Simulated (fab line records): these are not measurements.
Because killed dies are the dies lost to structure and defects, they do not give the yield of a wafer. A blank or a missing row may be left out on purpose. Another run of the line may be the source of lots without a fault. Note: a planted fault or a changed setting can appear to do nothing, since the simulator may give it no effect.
Which of the tools did it? ; flow nand_harc ; 39 wafers from 13 lots sampled at 5 of the route's 1159 steps

WHAT THE GAUGES READ, wafer by wafer
NHARC_END_SORT_01. Usual: killed_at_array 26, standard deviation 10; killed_at_other 0.5, standard deviation 0.87; killed_at_periphery 3.0, standard deviation 2.5; killed_dies 29, standard deviation 11; killed_open 3.3, standard deviation 1.9; killed_short 1.8, standard deviation 1.5.
lot;measured;on;killed_at_array;killed_at_other;killed_at_periphery;killed_dies;killed_open;killed_short;flag
L436;day 20 05:08;prober-01;22 40 20;1 1 0;0 0 3;23 41 23;1 7 5;1 3 1;
L440;day 20 15:47;prober-02;19 17 19;1 0 0;4 5 5;24 22 24;3 4 4;2 1 1;
L441;day 20 12:09;prober-01;16 29 34;0 0 0;6 0 2;22 29 36;3 1 7;1 2 1;
L443;day 21 11:19;prober-02;23 27 19;0 0 0;2 0 2;25 27 21;1 4 3;6 2 1;
L444;day 21 11:18;prober-01;22 21 29;0 5 0;3 2 5;25 28 34;2 5 3;2 2 3;
L446;day 22 08:18;prober-01;671 23 23;1 0 1;5 4 3;677 27 27;4 3 7;1 0 3;OFF
L445;day 21 21:32;prober-02;41 32 676;0 1 0;2 1 1;43 34 677;7 5 1;0 0 0;OFF

EACH LOT AND THE TOOL THAT RAN IT (in order: tool; ch and the chambers of the sampled wafers; start)
lot;NHARC_A_CHANNEL_HOLE_D1_DEP_01;NHARC_THIN_TSV_STRIP_45;NHARC_THIN_TSV_PVD_19;NHARC_THIN_TSV_DESCUM_35
L437;pecvd-02 ch 0,1,2, day 8 13:47;plasma_asher-01 ch 0,1, day 19 05:58;pvd_sputter-02, day 19 11:02 or earlier;rie_diel-01 ch 0,1,2, day 19 11:02
L436;pecvd-02 ch 1,2, day 8 15:44;plasma_asher-02 ch 0,1, day 19 07:05;pvd_sputter-02, day 19 12:14 or earlier;rie_diel-10 ch 2,3, day 19 12:14
L440;pecvd-03 ch 0,2, day 9 08:20;plasma_asher-02 ch 0,1, day 19 22:40;pvd_sputter-01, day 20 03:52 or earlier;rie_diel-10 ch 1,2,3, day 20 03:52
L441;pecvd-02 ch 0,1,2, day 9 08:53;plasma_asher-02 ch 0,1, day 19 21:36;pvd_sputter-02, day 20 03:09 or earlier;rie_diel-10 ch 0,1,3, day 20 03:09
L439;pecvd-02 ch 0,1, day 9 10:10;plasma_asher-02 ch 0,1, day 19 17:19;pvd_sputter-01, day 19 22:27 or earlier;rie_diel-12 ch 0,2, day 19 22:27
L443;pecvd-02 ch 1,2, day 10 03:40;plasma_asher-01 ch 1, day 20 21:25;pvd_sputter-01, day 21 02:28 or earlier;rie_diel-12 ch 0,2, day 21 02:28
L444;pecvd-02 ch 1,2, day 10 10:49;plasma_asher-02 ch 0,1, day 20 22:51;pvd_sputter-03, day 21 03:52 or earlier;rie_diel-12 ch 0,1, day 21 03:52
L446;pecvd-02 ch 0,2, day 10 23:42;plasma_asher-01 ch 1, day 21 18:14;pvd_sputter-01, day 21 23:01 or earlier;rie_diel-10 ch 0,2, day 21 23:01
L445;pecvd-02 ch 0,1,2, day 11 00:00;plasma_asher-01 ch 0, day 21 02:56;pvd_sputter-01, day 21 07:43 or earlier;rie_diel-01 ch 0,1, day 21 07:43
L454;pecvd-03 ch 0,2, day 12 12:59;plasma_asher-01 ch 0,1, day 23 07:26;pvd_sputter-02, day 23 12:51 or earlier;rie_diel-01 ch 0,1, day 23 12:51
L453;pecvd-04 ch 0,1,2, day 12 14:22;plasma_asher-01 ch 0,1, day 22 22:55;pvd_sputter-03, day 23 04:07 or earlier;rie_diel-01 ch 0,2, day 23 04:07
L455;pecvd-03 ch 1,2, day 13 01:59;plasma_asher-01 ch 0,1, day 23 15:14;pvd_sputter-02, day 23 21:28 or earlier;rie_diel-12 ch 0,2,3, day 23 21:28
L458;pecvd-03 ch 0,1,2, day 13 20:17;plasma_asher-01 ch 0,1, day 24 12:07;pvd_sputter-02, day 24 17:11 or earlier;rie_diel-12 ch 1,2,3, day 24 17:11
- NHARC_A_CHANNEL_HOLE_D1_DEP_01: deposits SiON, target thk 140 nm.
- NHARC_THIN_TSV_STRIP_45: strips in O2.
- NHARC_THIN_TSV_PVD_19: deposits TaN, target thk 20 nm.
- NHARC_THIN_TSV_DESCUM_35: chemistry O2, time 3 s.

WHAT THE TOOLS THEMSELVES READ (means of the sampled wafers that have a number; where no wafer has one, the mark that the record gives instead)
NHARC_A_CHANNEL_HOLE_D1_DEP_01. Usual: heater_power_w 762 W, standard deviation 74; showerhead_vpp_V 1140 V, standard deviation 48.
lot;tool;heater_power_w (W);showerhead_vpp_V (V);flag
L437;pecvd-02;743;1128;
L436;pecvd-02;750;1168;
L440;pecvd-03;712;1114;
L441;pecvd-02;757;1128;
L439;pecvd-02;723;1160;
L443;pecvd-02;842;1149;
L444;pecvd-02;799;1179;
L446;pecvd-02;798;1092;
L445;pecvd-02;781;1139;
L454;pecvd-03;673;1123;
L453;pecvd-04;762;1138;
L455;pecvd-03;750;1130;
L458;pecvd-03;751;1146;

NHARC_THIN_TSV_STRIP_45. Usual: drypump_motor_current_A 5.81 A, standard deviation 0.27; heater_power_w 325 W, standard deviation 44; rf_refl_power_W 22.4 W, standard deviation 2.8.
lot;tool;drypump_motor_current_A (A);heater_power_w (W);rf_refl_power_W (W);flag
L437;plasma_asher-01;5.97;304;24.6;
L436;plasma_asher-02;5.83;334;-;OFF
L440;plasma_asher-02;5.72;328;-;OFF
L441;plasma_asher-02;5.72;331;19.6;
L439;plasma_asher-02;5.71;325;-;OFF
L443;plasma_asher-01;6.16;255;-;OFF
L444;plasma_asher-02;5.82;335;22.0;
L446;plasma_asher-01;6.20;260;26.6;
L445;plasma_asher-01;5.54;380;-;OFF
L454;plasma_asher-01;5.95;298;25.0;
L453;plasma_asher-01;5.95;302;-;OFF
L455;plasma_asher-01;5.73;344;23.1;
L458;plasma_asher-01;5.74;338;23.3;

NHARC_THIN_TSV_PVD_19. Usual: throttle_valve_pct at 30.1 %, with a standard deviation of 1.3.
lot;tool;throttle_valve_pct (%);flag
L437;pvd_sputter-02;30.7;
L436;pvd_sputter-02;30.3;
L440;pvd_sputter-01;29.6;
L441;pvd_sputter-02;30.2;
L439;pvd_sputter-01;29.4;
L443;pvd_sputter-01;31.6;
L444;pvd_sputter-03;30.2;
L446;pvd_sputter-01;29.6;
L445;pvd_sputter-01;30.4;
L454;pvd_sputter-02;30.5;
L453;pvd_sputter-03;30.5;
L455;pvd_sputter-02;30.6;
L458;pvd_sputter-02;30.4;

NHARC_THIN_TSV_DESCUM_35. Usual: drypump_motor_current_A 6.1 A, standard deviation 0.47; mfc_ar_sccm 0.006 sccm, standard deviation 0.0073; oes_product_au 0.994 a.u., standard deviation 0.011; rf_vpp_V 58.0 V, standard deviation 0.84; showerhead_plenum_p_Torr 1.93 Torr, standard deviation 0.069; throttle_valve_pct 11.311 %, standard deviation 0.0087.
lot;tool;drypump_motor_current_A (A);mfc_ar_sccm (sccm);oes_product_au (a.u.);rf_vpp_V (V);showerhead_plenum_p_Torr (Torr);throttle_valve_pct (%);flag
L437;rie_diel-01;5.8;0.011;0.998;58.1;1.96;11.314;
L436;rie_diel-10;5.8;0.000;0.989;57.5;1.86;11.316;
L440;rie_diel-10;5.9;0.000;0.999;57.6;1.88;11.308;
L441;rie_diel-10;6.0;0.000;1.003;58.2;1.86;11.310;
L439;rie_diel-12;6.3;0.000;0.994;57.9;1.93;11.317;
L443;rie_diel-12;6.2;0.000;1.000;58.8;1.93;11.323;
L444;rie_diel-12;6.0;0.000;0.987;58.5;1.89;11.310;
L446;rie_diel-10;5.7;0.000;0.994;57.6;1.88;11.303;
L445;rie_diel-01;6.3;0.011;1.006;58.2;2.00;11.325;
L454;rie_diel-01;6.3;0.009;0.988;57.6;2.00;11.303;
L453;rie_diel-01;5.4;0.013;0.988;58.8;1.91;11.306;
L455;rie_diel-12;6.4;0.004;0.997;58.4;1.96;11.307;
L458;rie_diel-12;6.3;0.004;0.991;58.0;1.98;11.315;

THE ANSWER, worked out from the rows above alone
Rule: lot off if the mean of its wafers having a number is beyond 3 standard deviations from the usual mean. A lot without any number at a reading at which 4 lots or more have one is off too. Any other lot the step has rows for is counted as sound. After the gauges, taken in route order, come the tools' own readings; for these a lot's mean is taken, as printed above. At the first step where some lot is off, the reading lying furthest off is the one used; lots without a number count as furthest.
Off: L446, L445 (NHARC_END_SORT_01, killed_at_array). Neither off nor sound, because the step has no rows for them: L437, L439, L454, L453, L455, L458.
A tool fits if, at a process step before that reading, it ran every lot that is off, and no sound lot after the first of them. Gauges at NHARC_END_SORT_01: tried the same way as those tools. NHARC_THIN_TSV_PVD_19 gives no start for some lots, so the hours and the order of its lots are those of NHARC_THIN_TSV_DESCUM_35. Can't be told from this: 3 tools fit, pecvd-02 at NHARC_A_CHANNEL_HOLE_D1_DEP_01, plasma_asher-01 at NHARC_THIN_TSV_STRIP_45, pvd_sputter-01 at NHARC_THIN_TSV_PVD_19.

WHAT HAD BEEN PUT IN BY THE SIMULATOR
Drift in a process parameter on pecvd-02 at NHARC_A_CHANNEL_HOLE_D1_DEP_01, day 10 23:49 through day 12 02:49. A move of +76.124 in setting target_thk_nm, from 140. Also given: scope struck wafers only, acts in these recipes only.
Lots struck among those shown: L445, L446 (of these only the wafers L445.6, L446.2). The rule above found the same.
